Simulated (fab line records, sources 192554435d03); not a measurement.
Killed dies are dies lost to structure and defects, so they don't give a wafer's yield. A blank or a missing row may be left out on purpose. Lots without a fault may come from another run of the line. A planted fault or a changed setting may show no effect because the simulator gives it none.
Chamber matching | flow n5_finfet | N5_BEOL_M11_STRIP_19 on rie_diel-04: 4 sister chambers
The step strips in O2. 4 wafers are shown with their chamber, then 7 later ones without.

WAFERS WITH THEIR CHAMBER
wafer  | chamber | showerhead_plenum_p_Torr (Torr)
L074.2 | 2       | 2.16
L087.3 | 0       | 2.13
L090.3 | 1       | 2.03
L090.5 | 3       | 1.98

WAFERS WITHOUT THEIR CHAMBER
wafer  | showerhead_plenum_p_Torr (Torr)
L090.6 | 2.15
L088.2 | 1.98
L088.3 | 2.03
L088.5 | 2.03
L093.1 | 2.15
L093.3 | 2.03
L093.6 | 2.12

WHICH CHAMBER EACH WENT THROUGH
wafer  | from the rows above     | in truth
L090.6 | can't be placed: 2 or 0 | 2
L088.2 | 3                       | 3
L088.3 | 1                       | 1
L088.5 | 1                       | 1
L093.1 | can't be placed: 2 or 0 | 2
L093.3 | 1                       | 1
L093.6 | 0                       | 0
Placed correctly: 5 of 7. Can't be placed from these rows: 2 (the true chamber is among the candidates in 2). Placed wrongly: 0.
How it was worked out, from the rows above alone: a wafer's distance from a chamber is the root of the sum, over the readings, of the square of ((its reading less the chamber's mean) divided by the reading's scatter). The wafer belongs to the nearest chamber; if the next one is less than 2 further off, it can't be placed. A chamber's mean is the mean of its shown wafers. The scatter: with one shown wafer a chamber, the root of the mean of the squares of how far each hidden wafer lies from its nearest shown one.
